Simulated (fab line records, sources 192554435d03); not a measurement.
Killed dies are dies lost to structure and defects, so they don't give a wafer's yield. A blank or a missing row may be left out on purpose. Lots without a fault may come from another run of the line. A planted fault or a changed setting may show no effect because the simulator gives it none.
fab line records | flow n5_finfet
record lots=22 wafers=66 last_day=17
route steps=1938 shown BEOL_M0_SAQP@673 BEOL_M0_CUTY@713 BEOL_M0@716
lots that met no fault: from a run of the same line without faults
start_h: hours from the record's first day to the start of the lot's first wafer shown | wait_h: hours since the lot's step before | " the same as in the row above | L1.1+2: a row that stands for several wafers | - no value, or no start given | * or withheld: withheld | < > ~ a bound
route shown NAME@n: a module of which the file shows steps, and the number in the route of the first | usual: mean/standard deviation of fault-free wafers | same: alike in all rows | chamber/n: place in a boat | sites: the reading at each site | _std_site: their standard deviation | _edge_site: outer sites' mean less inner sites' | radius_mm: how far each site lies from the wafer's centre | mask NAME#n: copy n | behind: the tool/chamber that last shaped the wafer | hold: why the lot was held/for how many hours/how that ended | device: the transistor (n, p or np) that didn't switch | end of line: the same wafers' tests at the end of the route | a step without rows: its recipe alone | killed: dies lost to structure and defects at the first sort, not the wafer's yield | map: a wafer's dies, x killed, . not, _ none there
set.NAME: the setting as run; set.NAME@STEP: as run at that earlier step | model.NAME: the simulator's own value behind a step, which no gauge read
steps of the route over a sample of lots; a table a step, a row a wafer
services: from which hour (start_h, from the record's first day; less than 0 if before it) a tool's chamber was out of use, for how many hours, and why
## steps
# step N5_BEOL_M0_SAQP_ETCH_107
# recipe chemistry=CH3F/O2 target=SiNx target_depth_a=300 mask_material=SOC pressure_mtorr=30 source_w=395 bias_w=73 Ar_flow_sccm=150 CH3F_flow_sccm=30 O2_flow_sccm=20 ion_energy_ev=120
# usual drypump_motor_current_A=5.83/0.26 oes_product_au=0.76/0.076 rf_fwd_power_W=390.4/1.8 rf_vpp_V=298.8/2.5 showerhead_plenum_p_Torr=2.02/0.059 throttle_valve_pct=16.49/0.26
# columns lot.wafer tool chamber start_h wait_h drypump_motor_current_A oes_product_au rf_fwd_power_W rf_hours_counter_h rf_vpp_V showerhead_plenum_p_Torr throttle_valve_pct
L074.3 rie_diel-02 2 114.40 0.0 5.32 0.79 393.9 122 295.8 1.93 16.17
L074.5 " 0 " " 6.07 0.77 388.3 - 297.4 2.01 16.58
L074.6 " 1 " " 5.89 0.72 388.6 - 299.2 1.99 16.67
L075.3 rie_diel-04 3 118.17 0.0 5.46 0.74 390.6 195 294.8 1.99 16.58
L075.4 " 2 " " 5.81 0.94 387.8 14 300.1 1.96 15.68
L075.5 " 2 " " 5.80 0.94 389.1 - 299.7 1.96 15.69
L076.2 rie_diel-04 0 126.62 0.0 5.83 0.79 388.6 135 297.8 2.08 16.63
L076.4 " 3 " " 5.45 0.74 389.7 198 295.3 1.99 16.58
L076.5 " 3 " " 5.46 0.73 389.1 - 294.8 1.99 16.59
L077.1 rie_diel-06 2 129.85 0.0 5.76 0.75 389.6 166 300.8 2.08 16.50
L077.3 " 0 " " 5.84 0.69 393.4 216 301.4 2.06 16.73
L077.5 " 0 " " 5.85 0.69 393.1 - 298.9 2.06 16.74
L078.4 rie_diel-02 2 136.79 0.0 5.31 0.80 392.0 129 293.3 1.93 16.18
L078.5 " 0 " " 6.09 0.78 391.2 - 299.1 2.01 16.59
L078.6 " 1 " " 5.91 0.72 390.3 - 301.0 1.98 16.69
L079.2 rie_diel-02 2 142.08 0.0 5.28 0.78 393.2 131 294.0 1.93 16.17
L079.3 " 0 " " 6.07 0.76 390.9 148 298.6 2.01 16.59
L079.6 " 3 " " 5.60 0.68 390.4 - 295.8 2.05 16.56
L081.1 rie_diel-06 0 159.80 0.0 5.83 0.68 394.1 226 300.1 2.05 16.75
L081.3 " 3 " " 6.14 0.81 389.2 77 300.7 1.94 16.45
L081.6 " 3 " " 6.16 0.81 390.0 - 300.1 1.94 16.42
L082.1 rie_diel-06 3 165.42 0.0 6.16 0.81 390.5 78 300.9 1.94 16.45
L082.4 " 1 " " 5.95 0.70 388.0 237 303.1 2.06 16.45
L082.6 " 1 " " 5.95 0.70 390.5 - 304.6 2.06 16.46
L083.1 rie_diel-04 3 169.55 0.0 5.47 0.73 387.8 210 295.0 1.98 16.61
L083.3 " 0 " " 5.85 0.78 391.5 149 298.3 2.07 16.66
L083.4 " 1 " " 6.26 0.95 387.7 18 300.1 2.13 16.36
L084.2 rie_diel-06 2 177.64 0.0 5.76 0.74 390.1 180 301.5 2.08 16.53
L084.5 " 2 " " 5.77 0.74 389.7 - 301.8 2.08 16.53
L084.6 " 1 " " 5.95 0.71 389.4 - 302.8 2.05 16.46
L085.3 rie_diel-06 3 186.39 0.0 6.13 0.80 392.5 84 299.2 1.94 16.45
L085.4 " 1 " " 5.94 0.70 387.9 243 303.2 2.05 16.46
L085.6 " 2 " " 5.78 0.73 388.6 - 300.9 2.08 16.54
L086.2 rie_diel-02 3 192.28 0.0 5.61 0.67 391.2 243 295.2 2.05 16.58
L086.4 " 0 " " 6.08 0.74 389.7 163 298.6 2.00 16.60
L086.5 " 3 " " 5.61 0.68 390.5 - 295.5 2.05 16.58
L087.2 rie_diel-06 2 198.02 0.0 5.77 0.73 390.3 185 300.9 2.07 16.53
L087.3 " 1 " " 5.97 0.70 389.6 245 304.6 2.05 16.45
L087.6 " 3 " " 6.16 0.80 392.2 - 299.8 1.94 16.43
L088.4 rie_diel-02 3 200.44 0.0 5.59 0.68 390.9 244 295.4 2.05 16.58
L088.5 " 1 " " 5.90 0.71 391.8 - 298.4 1.98 16.72
L088.6 " 2 " " 5.29 0.76 393.4 - 295.4 1.92 16.22
L089.1 rie_diel-06 1 204.08 0.0 5.95 0.70 389.0 248 302.4 2.05 16.47
L089.3 " 3 " " 6.17 0.80 391.3 89 299.9 1.94 16.46
L089.4 " 2 " " 5.77 0.74 389.3 187 301.3 2.07 16.54
L090.1 rie_diel-02 2 206.82 0.0 5.30 0.77 393.9 150 296.0 1.92 16.23
L090.2 " 1 " " 5.90 0.71 388.5 217 297.8 1.98 16.73
L090.6 " 0 " " 6.08 0.75 390.5 - 297.9 2.00 16.62
L092.2 rie_diel-02 0 215.63 0.0 6.07 0.75 391.0 170 297.3 2.00 16.63
L092.3 " 2 " " 5.33 0.77 391.8 153 295.4 1.92 16.21
L092.6 " 1 " " 5.90 0.70 387.4 - 299.8 1.98 16.73
L091.1 rie_diel-04 1 220.14 0.0 6.27 0.93 391.6 30 299.0 2.13 16.40
L091.2 " 2 " " 5.81 0.89 390.2 40 300.3 1.95 15.72
L091.3 " 3 " " 5.46 0.72 388.9 223 295.0 1.98 16.64
L094.1 rie_diel-04 3 231.43 0.0 5.43 0.71 389.0 227 294.3 1.98 16.63
L094.2 " 1 " " 6.26 0.91 390.8 33 297.8 2.13 16.40
L094.6 " 0 " " 5.84 0.76 392.5 - 298.2 2.07 16.68
L095.2 rie_diel-06 2 237.48 0.0 5.75 0.72 388.3 198 301.2 2.07 16.55
L095.3 " 3 " " 6.15 0.80 389.1 100 300.0 1.93 16.48
L095.5 " 2 " " 5.74 0.73 388.5 - 299.8 2.07 16.56
L096.2 rie_diel-04 1 246.96 0.0 6.23 0.92 392.5 37 298.9 2.12 16.42
L096.5 " 3 " " 5.44 0.71 389.2 - 295.0 1.98 16.64
L096.6 " 0 " " 5.84 0.75 390.5 - 297.2 2.07 16.71
L097.4 rie_diel-04 1 250.53 0.0 6.27 0.91 392.3 38 297.8 2.12 16.41
L097.5 " 2 " " 5.81 0.87 390.8 - 300.4 1.95 15.75
L097.6 " 1 " " 6.24 0.91 392.4 - 298.5 2.12 16.41
# step N5_BEOL_M0_SAQP_ALD_48
# recipe material=SiO2 target_thk_a=200 temp_c=100 ald_precursor_family=BDEAS ald_co_reactant=O2-plasma pulse_time_s=1 co_reactant_pulse_time_s=1 purge_time_s=2 co_reactant_purge_time_s=2 ald_cycles=139 pressure_torr=2
# usual heater_power_w=78/12 precursor_pulse_height_rel=1.000/0.018 susceptor_temp_C=99.98/0.14
# columns lot.wafer tool chamber start_h wait_h heater_power_w precursor_pulse_height_rel susceptor_temp_C
L074.3 ald_sin-01 0 117.13 0.4 67 0.999 99.97
L074.5 " 2 " " 71 0.985 100.20
L074.6 " 3 " " 109 1.022 100.17
L075.3 ald_sin-03 3 120.44 0.5 74 1.026 100.03
L075.4 " 1 " " 80 1.003 100.04
L075.5 " 0 " " 84 0.993 100.00
L076.2 ald_sin-01 3 128.87 0.3 106 0.962 100.18
L076.4 " 0 " " 67 1.010 99.98
L076.5 " 2 " " 72 0.967 99.92
L077.1 ald_sin-03 2 131.84 0.0 84 1.010 99.92
L077.3 " 3 " " 73 1.017 99.92
L077.5 " 3 " " 75 0.993 99.80
L078.4 ald_sin-01 3 139.83 0.7 108 0.984 100.04
L078.5 " 2 " " 71 1.021 99.98
L078.6 " 3 " " 107 1.039 100.11
L079.2 ald_sin-03 2 144.91 0.0 87 0.999 99.95
L079.3 " 3 " " 75 0.991 100.02
L079.6 " 3 " " 76 1.023 99.99
L081.1 ald_sin-04 3 162.54 0.9 63 1.001 99.86
L081.3 " 2 " " 81 0.993 100.02
L081.6 " 3 " " 64 1.018 99.83
L082.1 ald_sin-03 2 167.31 0.0 85 1.019 99.92
L082.4 " 0 " " 83 1.010 100.07
L082.6 " 1 " " 84 1.016 99.99
L083.1 ald_sin-04 1 171.61 0.0 81 0.998 100.03
L083.3 " 3 " " 64 0.994 100.12
L083.4 " 0 " " 71 0.976 100.22
L084.2 ald_sin-01 1 179.75 0.0 69 0.988 100.04
L084.5 " 2 " " 70 1.031 100.00
L084.6 " 1 " " 71 0.990 100.14
L085.3 ald_sin-04 1 190.75 1.2 81 0.976 99.96
L085.4 " 3 " " 64 0.990 99.93
L085.6 " 0 " " 67 0.993 99.91
L086.2 ald_sin-01 3 195.55 0.0 108 1.003 100.01
L086.4 " 2 " " 72 0.959 100.03
L086.5 " 3 " " 106 0.973 100.06
L087.2 ald_sin-03 1 200.05 0.0 80 1.011 99.69
L087.3 " 3 " " 74 1.008 100.10
L087.6 " 0 " " 85 1.026 99.77
L088.4 ald_sin-01 2 202.35 0.1 72 1.024 100.17
L088.5 " 2 " " 72 1.000 99.93
L088.6 " 3 " " 109 1.005 100.12
L089.1 ald_sin-01 0 206.19 0.0 67 1.031 100.09
L089.3 " 1 " " 70 0.985 99.70
L089.4 " 2 " " 73 0.998 100.02
L090.1 ald_sin-01 1 208.66 0.0 68 0.984 99.98
L090.2 " 2 " " 73 0.991 100.13
L090.6 " 1 " " 69 1.013 99.83
L092.2 ald_sin-03 2 217.62 0.0 85 1.030 99.93
L092.3 " 3 " " 73 1.000 99.89
L092.6 " 0 " " 85 0.981 100.00
L091.1 ald_sin-03 0 222.02 0.1 84 1.024 100.31
L091.2 " 1 " " 82 0.980 99.80
L091.3 " 3 " " 74 1.025 100.02
L094.1 ald_sin-04 0 233.68 0.3 66 1.018 99.81
L094.2 " 1 " " 80 0.991 100.13
L094.6 " 2 " " 77 1.012 100.04
L095.2 ald_sin-03 1 239.56 0.2 81 1.003 100.05
L095.3 " 0 " " 83 0.980 99.97
L095.5 " 2 " " 85 1.011 100.06
L096.2 ald_sin-04 2 248.72 0.0 75 0.992 100.04
L096.5 " 1 " " 81 0.986 99.77
L096.6 " 3 " " 64 1.023 99.80
L097.4 ald_sin-04 2 252.26 0.0 76 1.013 100.12
L097.5 " 2 " " 73 1.000 100.17
L097.6 " 3 " " 65 0.964 99.88
# step N5_BEOL_M0_CUTY_ETCH_63
# recipe chemistry=N2/H2 target=SOC target_depth_a=827 overetch_a=165 mask_material=SiARC temp_c=40 ion_energy_ev=200 time_s=124 pressure_mtorr=30 source_w=840 bias_w=150 n2_flow_sccm=200 h2_flow_sccm=200
# usual drypump_motor_current_A=5.9/0.49 oes_product_au=0.64/0.06 rf_fwd_power_W=837.3/2.7 rf_vpp_V=524.5/2.9 showerhead_plenum_p_Torr=2.57/0.1 throttle_valve_pct=17.69/0.26
# columns lot.wafer tool chamber start_h wait_h drypump_motor_current_A oes_product_au rf_fwd_power_W rf_hours_counter_h rf_vpp_V showerhead_plenum_p_Torr throttle_valve_pct
L074.3 rie_diel-01 1 118.48 0.0 6.1 0.61 837.8 174 520.6 2.43 17.61
L074.5 " 1 " " 6.1 0.60 836.1 - 520.8 2.43 17.63
L074.6 " 0 " " 5.5 0.58 834.6 - 525.8 2.62 17.64
L075.3 rie_diel-01 1 121.63 0.0 6.1 0.60 844.4 175 521.8 2.43 17.63
L075.4 " 1 " " 6.1 0.61 841.4 - 521.0 2.43 17.61
L075.5 " 0 " " 5.5 0.58 835.4 - 527.4 2.62 17.63
L076.2 rie_diel-01 1 130.39 0.0 6.1 0.61 841.0 179 520.7 2.43 17.63
L076.4 " 0 " " 5.5 0.58 837.2 - 525.4 2.61 17.62
L076.5 " 1 " " 6.1 0.61 835.2 - 520.7 2.43 17.62
L077.1 rie_diel-01 1 132.92 0.0 6.1 0.60 839.6 180 521.9 2.43 17.64
L077.3 " 3 " " 5.1 0.69 840.0 45 529.9 2.70 17.58
L077.5 " 3 " " 5.1 0.69 838.5 - 528.0 2.70 17.60
L078.4 rie_diel-01 1 141.02 0.0 6.1 0.60 837.8 184 520.2 2.43 17.63
L078.5 " 1 " " 6.1 0.60 834.4 - 521.5 2.43 17.65
L078.6 " 0 " " 5.5 0.57 834.0 - 526.5 2.61 17.65
L079.2 rie_diel-05 2 146.21 0.0 6.3 0.59 838.1 183 523.3 2.53 17.99
L079.3 " 0 " " 5.2 0.59 840.5 210 525.9 2.62 17.91
L079.6 " 2 " " 6.3 0.59 838.1 - 523.7 2.53 17.98
L081.1 rie_diel-03 2 163.67 0.0 6.6 0.59 836.2 203 527.9 2.63 18.23
L081.3 " 0 " " 6.3 0.75 839.0 23 522.4 2.48 17.56
L081.6 " 0 " " 6.3 0.74 837.4 - 522.6 2.48 17.57
L082.1 rie_diel-01 1 168.50 0.0 6.1 0.60 837.3 194 521.4 2.42 17.66
L082.4 " 1 " " 6.1 0.60 834.5 - 519.5 2.42 17.65
L082.6 " 3 " " 5.1 0.67 835.2 - 527.6 2.70 17.63
L083.1 rie_diel-01 2 172.87 0.0 5.4 0.68 835.4 71 528.1 2.69 17.58
L083.3 " 3 " " 5.1 0.67 835.0 62 527.0 2.70 17.61
L083.4 " 2 " " 5.4 0.67 836.9 - 529.7 2.69 17.59
L084.2 rie_diel-03 3 180.94 0.0 6.3 0.64 838.8 128 520.9 2.44 17.60
L084.5 " 1 " " 5.7 0.66 835.3 - 527.3 2.66 17.33
L084.6 " 2 " " 6.6 0.59 839.9 - 526.0 2.62 18.20
L085.3 rie_diel-03 3 191.94 0.0 6.3 0.64 841.5 131 521.1 2.44 17.62
L085.4 " 2 " " 6.6 0.58 839.8 211 527.0 2.62 18.22
L085.6 " 1 " " 5.7 0.65 837.0 - 527.3 2.66 17.35
L086.2 rie_diel-01 3 196.84 0.0 5.1 0.66 837.5 71 528.0 2.69 17.63
L086.4 " 1 " " 6.1 0.59 837.5 203 520.8 2.42 17.66
L086.5 " 0 " " 5.5 0.79 832.6 - 524.6 2.61 17.18
L087.2 rie_diel-03 2 201.65 0.0 6.6 0.59 839.6 214 524.3 2.62 18.23
L087.3 " 0 " " 6.3 0.73 839.8 34 523.3 2.48 17.60
L087.6 " 0 " " 6.3 0.73 840.9 - 521.8 2.48 17.58
L088.4 rie_diel-03 2 203.54 0.0 6.6 0.58 839.4 215 527.1 2.62 18.24
L088.5 " 2 " " 6.6 0.59 838.6 - 526.8 2.62 18.23
L088.6 " 1 " " 5.7 0.64 836.1 - 526.0 2.66 17.36
L089.1 rie_diel-03 2 207.37 0.0 6.6 0.58 835.3 216 525.7 2.62 18.23
L089.3 " 3 " " 6.3 0.64 832.1 136 520.3 2.44 17.61
L089.4 " 0 " " 6.3 0.72 842.0 36 522.2 2.48 17.58
L090.1 rie_diel-01 0 209.85 0.0 5.5 0.78 836.6 8 525.8 2.60 17.18
L090.2 " 2 " " 5.4 0.66 838.2 84 528.9 2.68 17.61
L090.6 " 2 " " 5.3 0.67 840.4 - 527.7 2.68 17.60
L092.2 rie_diel-05 0 218.69 0.0 5.2 0.58 838.5 236 525.4 2.61 17.96
L092.3 " 3 " " 5.4 0.59 834.6 206 523.3 2.53 18.02
L092.6 " 2 " " 6.3 0.58 836.0 - 522.4 2.52 18.03
L091.1 rie_diel-05 2 223.08 0.0 6.3 0.57 841.2 211 523.1 2.52 18.03
L091.2 " 3 " " 5.4 0.59 838.6 207 522.8 2.53 18.03
L091.3 " 0 " " 5.2 0.57 838.2 238 525.7 2.61 17.98
L094.1 rie_diel-01 2 234.87 0.0 5.4 0.65 838.6 93 529.3 2.68 17.61
L094.2 " 0 " " 5.5 0.76 832.4 14 525.7 2.60 17.20
L094.6 " 2 " " 5.4 0.65 837.4 - 526.5 2.68 17.63
L095.2 rie_diel-03 2 240.76 0.0 6.6 0.57 840.0 227 525.8 2.62 18.25
L095.3 " 1 " " 5.7 0.65 833.7 122 527.8 2.65 17.36
L095.5 " 1 " " 5.7 0.64 832.6 - 527.7 2.65 17.36
L096.2 rie_diel-03 2 249.90 0.0 6.6 0.57 835.5 231 526.1 2.61 18.26
L096.5 " 2 " " 6.6 0.57 837.6 - 523.7 2.61 18.27
L096.6 " 3 " " 6.3 0.63 832.4 - 520.8 2.43 17.66
L097.4 rie_diel-05 1 253.50 0.1 6.2 0.76 839.2 - 521.2 2.49 17.62
L097.5 " 3 " " 5.4 0.58 836.5 - 522.6 2.53 18.04
L097.6 " 0 " " 5.2 0.57 831.9 - 525.4 2.60 17.98
# step N5_BEOL_M0_HM_OPEN_105
# recipe chemistry=Cl2/BCl3 target_depth_a=120 target=TiN ion_energy_ev=150 pressure_mtorr=10 icp_w=1000 bias_w=126 Cl2_flow_sccm=53.25 bcl3_flow_sccm=21.75 Ar_flow_sccm=25
# usual drypump_motor_current_A=5.8/0.42 mfc_cl2_sccm=53.25/0.16 oes_product_au=0.79/0.079 rf_fwd_power_W=996/3.4 throttle_valve_pct=21.81/0.1
# columns lot.wafer tool chamber start_h wait_h drypump_motor_current_A mfc_cl2_sccm oes_product_au rf_fwd_power_W rf_hours_counter_h throttle_valve_pct
L074.3 rie_metal-01 0 119.44 0.8 6.6 53.20 0.84 1002 - 21.85
L074.5 " 1 " " 5.8 53.34 0.74 994 - 21.74
L074.6 " 0 " " 6.6 53.21 0.85 1001 - 21.85
L075.3 rie_metal-02 1 122.66 0.9 5.5 53.09 0.72 996 - 21.97
L075.4 " 0 " " 5.9 53.23 0.94 997 - 21.65
L075.5 " 1 " " 5.5 53.17 0.73 996 - 21.96
L076.2 rie_metal-01 1 130.71 0.2 5.8 53.15 0.76 1000 57 21.74
L076.4 " 0 " " 6.6 53.31 0.84 996 - 21.83
L076.5 " 1 " " 5.8 53.07 0.75 1002 - 21.72
L077.1 rie_metal-01 1 133.36 0.3 5.8 53.00 0.76 990 57 21.73
L077.3 " 1 " " 5.8 53.00 0.76 989 - 21.74
L077.5 " 0 " " 6.6 53.59 0.85 998 - 21.84
L078.4 rie_metal-02 0 145.42 4.2 5.9 53.13 0.92 998 - 21.65
L078.5 " 1 " " 5.5 53.18 0.72 997 - 21.96
L078.6 " 0 " " 5.9 53.24 0.92 999 - 21.67
L079.2 rie_metal-01 0 149.66 3.3 6.6 53.29 0.84 997 20 21.86
L079.3 " 1 " " 5.8 53.13 0.74 995 - 21.73
L079.6 " 0 " " 6.6 53.27 0.84 994 - 21.85
L081.1 rie_metal-02 1 164.89 1.1 5.5 53.07 0.72 995 63 21.97
L081.3 " 1 " " 5.5 53.49 0.72 1000 - 21.95
L081.6 " 1 " " 5.5 53.19 0.71 994 - 21.96
L082.1 rie_metal-01 0 171.61 3.0 6.6 53.47 0.83 996 22 21.85
L082.4 " 1 " " 5.8 53.33 0.74 997 - 21.73
L082.6 " 1 " " 5.8 53.22 0.74 998 - 21.72
L083.1 rie_metal-03 1 179.10 6.1 5.7 53.13 0.70 999 75 21.82
L083.3 " 1 " " 5.6 53.30 0.71 997 - 21.83
L083.4 " 0 " " 5.2 53.09 0.88 995 - 21.83
L084.2 rie_metal-03 0 182.07 1.0 5.2 53.39 0.87 1000 11 21.82
L084.5 " 1 " " 5.7 53.42 0.71 992 - 21.83
L084.6 " 0 " " 5.2 53.33 0.88 999 - 21.80
L085.3 rie_metal-02 1 196.37 4.3 5.5 53.34 0.71 996 - 21.95
L085.4 " 0 " " 5.9 53.19 0.89 994 - 21.66
L085.6 " 0 " " 5.9 53.56 0.89 991 - 21.65
L086.2 rie_metal-02 1 200.26 3.3 5.5 53.37 0.72 998 66 21.96
L086.4 " 1 " " 5.5 53.32 0.71 999 - 21.97
L086.5 " 0 " " 6.0 53.36 0.90 989 - 21.66
L087.2 rie_metal-03 1 201.91 0.1 5.7 53.19 0.69 999 77 21.84
L087.3 " 1 " " 5.7 53.15 0.70 999 - 21.83
L087.6 " 0 " " 5.2 52.72 0.86 997 - 21.85
L088.4 rie_metal-01 0 205.57 1.9 6.6 53.32 0.83 1001 - 21.86
L088.5 " 1 " " 5.8 53.28 0.74 992 - 21.74
L088.6 " 0 " " 6.6 53.32 0.82 997 - 21.86
L089.1 rie_metal-02 0 208.69 1.2 5.9 53.19 0.88 987 13 21.66
L089.3 " 1 " " 5.5 53.30 0.71 998 - 21.98
L089.4 " 0 " " 5.9 53.05 0.88 989 - 21.66
L090.1 rie_metal-03 0 211.52 1.5 5.2 53.38 0.87 1001 12 21.83
L090.2 " 1 " " 5.7 53.36 0.70 993 77 21.83
L090.6 " 1 " " 5.6 53.37 0.70 997 - 21.83
L092.2 rie_metal-01 1 219.57 0.7 5.8 53.48 0.73 996 65 21.76
L092.3 " 1 " " 5.8 53.35 0.73 998 - 21.74
L092.6 " 0 " " 6.6 53.23 0.81 999 - 21.85
L091.1 rie_metal-03 0 225.49 2.2 5.2 53.19 0.86 995 14 21.83
L091.2 " 1 " " 5.7 53.24 0.69 997 79 21.84
L091.3 " 0 " " 5.2 53.29 0.85 996 - 21.83
L094.1 rie_metal-03 1 237.28 2.2 5.7 53.33 0.70 998 79 21.83
L094.2 " 0 " " 5.2 53.11 0.86 997 15 21.85
L094.6 " 0 " " 5.2 53.22 0.85 1002 - 21.84
L095.2 rie_metal-02 0 241.28 0.4 6.0 53.14 0.87 994 16 21.68
L095.3 " 1 " " 5.5 53.26 0.70 993 - 21.97
L095.5 " 0 " " 5.9 53.22 0.88 991 - 21.67
L096.2 rie_metal-03 1 251.16 1.1 5.7 53.57 0.70 994 80 21.84
L096.5 " 1 " " 5.7 53.39 0.69 999 - 21.84
L096.6 " 0 " " 5.2 53.12 0.85 1001 - 21.82
L097.4 rie_metal-02 0 254.42 0.8 5.9 53.35 0.86 993 - 21.68
L097.5 " 0 " " 5.9 53.16 0.87 994 - 21.66
L097.6 " 1 " " 5.5 53.27 0.70 1000 - 21.97
# step N5_BEOL_M0_SPUTTER_132
# recipe material=Cu target_thk_a=40 temp_c=-20 chamber_pressure_pa=0.07 power_w=withheld time_s=7.37
# usual susceptor_temp_C=-19.99/0.1 throttle_valve_pct=30.5/0.76
# columns lot.wafer tool chamber start_h wait_h susceptor_temp_C throttle_valve_pct
L074.3 pvd_sputter-03 - 122.80 0.0 -20.15 31.4
L074.5 " - " " -19.88 31.7
L074.6 " - " " -20.07 31.2
L075.3 pvd_sputter-02 - 125.65 0.0 -20.15 29.7
L075.4 " - " " -19.98 29.0
L075.5 " - " " -20.11 29.6
L076.2 pvd_sputter-01 - 133.04 0.0 -19.91 30.4
L076.4 " - " " -20.09 30.5
L076.5 " - " " -20.05 29.5
L077.1 pvd_sputter-02 - 136.04 0.0 -19.92 29.9
L077.3 " - " " -20.05 28.9
L077.5 " - " " -20.09 28.8
L078.4 pvd_sputter-02 - 147.28 0.0 -19.90 30.7
L078.5 " - " " -20.09 29.2
L078.6 " - " " -19.96 30.5
L079.2 pvd_sputter-02 - 153.45 0.0 -19.78 29.7
L079.3 " - " " -20.02 30.4
L079.6 " - " " -20.01 31.1
L081.1 pvd_sputter-01 - 167.31 0.0 -19.93 31.1
L081.3 " - " " -20.15 29.7
L081.6 " - " " -19.95 30.4
L082.1 pvd_sputter-02 - 174.86 0.0 -19.95 30.9
L082.4 " - " " -20.12 30.5
L082.6 " - " " -20.05 30.6
L083.1 pvd_sputter-03 - 182.56 0.0 -19.94 31.1
L083.3 " - " " -19.98 30.6
L083.4 " - " " -19.79 31.3
L084.2 pvd_sputter-01 - 184.60 0.0 -19.91 30.8
L084.5 " - " " -20.01 29.8
L084.6 " - " " -20.01 29.4
L085.3 pvd_sputter-01 - 199.87 0.0 -19.79 29.6
L085.4 " - " " -19.92 30.4
L085.6 " - " " -19.96 30.7
L086.2 pvd_sputter-01 - 202.69 0.0 -20.09 30.8
L086.4 " - " " -19.91 29.9
L086.5 " - " " -19.98 30.8
L087.2 pvd_sputter-03 - 204.82 0.0 -20.03 30.6
L087.3 " - " " -20.12 31.7
L087.6 " - " " -20.07 31.7
L088.4 pvd_sputter-03 - 207.21 0.0 -20.00 31.0
L088.5 " - " " -19.86 31.8
L088.6 " - " " -20.09 31.3
L089.1 pvd_sputter-03 - 210.36 0.0 -20.13 31.7
L089.3 " - " " -19.92 31.0
L089.4 " - " " -20.01 31.1
L090.1 pvd_sputter-02 - 213.43 0.0 -19.90 29.7
L090.2 " - " " -19.99 30.8
L090.6 " - " " -20.08 31.2
L092.2 pvd_sputter-01 - 222.75 0.0 -20.27 29.7
L092.3 " - " " -19.93 30.4
L092.6 " - " " -20.08 30.7
L091.1 pvd_sputter-01 - 228.38 0.0 -20.02 29.6
L091.2 " - " " -20.17 29.9
L091.3 " - " " -20.16 30.6
L094.1 pvd_sputter-01 - 239.27 0.0 -20.05 29.8
L094.2 " - " " -19.96 30.8
L094.6 " - " " -20.00 30.7
L095.2 pvd_sputter-03 - 243.84 0.0 -20.06 30.5
L095.3 " - " " -20.00 31.2
L095.5 " - " " -19.87 31.0
L096.2 pvd_sputter-03 - 255.03 0.0 -20.06 31.0
L096.5 " - " " -19.91 31.0
L096.6 " - " " -20.00 30.4
L097.4 pvd_sputter-01 - 258.51 0.0 -19.88 30.8
L097.5 " - " " -19.89 29.8
L097.6 " - " " -19.78 30.7
# step N5_BEOL_M0_ANNEAL_135
# recipe temp_c=400 time_s=60 ambient=vacuum
# usual heater_power_w=855/93 susceptor_temp_C=399.97/0.21
# columns lot.wafer tool chamber start_h wait_h heater_power_w susceptor_temp_C
L074.3 pvd_sputter-03 - 123.00 0.0 1024 399.67
L074.5 " - " " 871 400.16
L074.6 " - " " 965 399.75
L075.3 pvd_sputter-02 - 125.85 0.0 743 400.11
L075.4 " - " " 974 399.82
L075.5 " - " " 774 400.28
L076.2 pvd_sputter-01 - 133.24 0.0 743 399.88
L076.4 " - " " 869 400.07
L076.5 " - " " 898 399.72
L077.1 pvd_sputter-02 - 136.24 0.0 735 399.99
L077.3 " - " " 969 400.11
L077.5 " - " " 918 400.03
L078.4 pvd_sputter-02 - 147.48 0.0 857 399.92
L078.5 " - " " 938 399.83
L078.6 " - " " 856 399.79
L079.2 pvd_sputter-02 - 153.65 0.0 759 399.70
L079.3 " - " " 852 400.05
L079.6 " - " " 968 400.10
L081.1 pvd_sputter-01 - 167.51 0.0 878 400.04
L081.3 " - " " 885 400.09
L081.6 " - " " 725 399.65
L082.1 pvd_sputter-02 - 175.06 0.0 952 400.18
L082.4 " - " " 843 399.37
L082.6 " - " " 855 399.72
L083.1 pvd_sputter-03 - 182.76 0.0 1009 399.88
L083.3 " - " " 748 399.92
L083.4 " - " " 941 400.28
L084.2 pvd_sputter-01 - 184.80 0.0 887 400.28
L084.5 " - " " 728 399.85
L084.6 " - " " 891 399.70
L085.3 pvd_sputter-01 - 200.07 0.0 721 399.69
L085.4 " - " " 737 399.85
L085.6 " - " " 876 400.05
L086.2 pvd_sputter-01 - 202.89 0.0 849 400.15
L086.4 " - " " 703 400.15
L086.5 " - " " 746 399.82
L087.2 pvd_sputter-03 - 205.02 0.0 726 399.96
L087.3 " - " " 867 400.01
L087.6 " - " " 836 400.12
L088.4 pvd_sputter-03 - 207.41 0.0 1029 399.92
L088.5 " - " " 887 399.88
L088.6 " - " " 958 399.87
L089.1 pvd_sputter-03 - 210.56 0.0 877 400.32
L089.3 " - " " 943 399.90
L089.4 " - " " 1022 400.21
L090.1 pvd_sputter-02 - 213.63 0.0 740 400.05
L090.2 " - " " 843 400.03
L090.6 " - " " 946 399.91
L092.2 pvd_sputter-01 - 222.95 0.0 730 400.34
L092.3 " - " " 733 399.85
L092.6 " - " " 888 400.09
L091.1 pvd_sputter-01 - 228.58 0.0 855 400.01
L091.2 " - " " 728 400.37
L091.3 " - " " 744 400.17
L094.1 pvd_sputter-01 - 239.47 0.0 882 400.02
L094.2 " - " " 916 399.91
L094.6 " - " " 759 399.63
L095.2 pvd_sputter-03 - 244.04 0.0 724 399.53
L095.3 " - " " 955 399.90
L095.5 " - " " 1026 399.65
L096.2 pvd_sputter-03 - 255.23 0.0 1039 399.94
L096.5 " - " " 1014 400.11
L096.6 " - " " 728 400.31
L097.4 pvd_sputter-01 - 258.71 0.0 877 400.05
L097.5 " - " " 867 400.12
L097.6 " - " " 880 399.84
## services
# columns tool chamber start_h hours kind
rie_diel-03 - 94.92 10.0 pm
rie_diel-03 3 109.32 3.6 repair
rie_diel-06 1 133.57 9.6 repair
rie_diel-03 2 134.14 4.8 repair
rie_diel-04 3 137.47 4.1 repair
rie_diel-04 2 146.42 8.2 repair
ald_sin-04 - 153.72 1.1 repair
rie_diel-01 0 162.56 - clean
rie_diel-01 0 162.56 - consumable_replace:esc
rie_diel-01 0 162.56 - consumable_replace:focus_ring
rie_diel-01 0 162.56 21.0 scheduled_down
rie_diel-01 0 162.56 21.0 vent_cycle
rie_diel-04 - 173.81 2.7 repair
ald_sin-04 - 176.75 14.0 pm
rie_metal-01 - 178.94 1.6 repair
rie_metal-03 - 205.01 2.8 pm
rie_diel-01 0 225.59 5.0 repair
rie_diel-06 1 227.30 - clean
rie_diel-02 3 240.04 7.0 repair
rie_metal-01 - 241.19 1.0 repair
ald_sin-01 - 242.63 2.0 repair
rie_diel-01 1 246.01 6.7 repair
ald_sin-04 0 248.06 3.2 repair
rie_diel-04 3 256.08 4.6 repair
## key
fault none
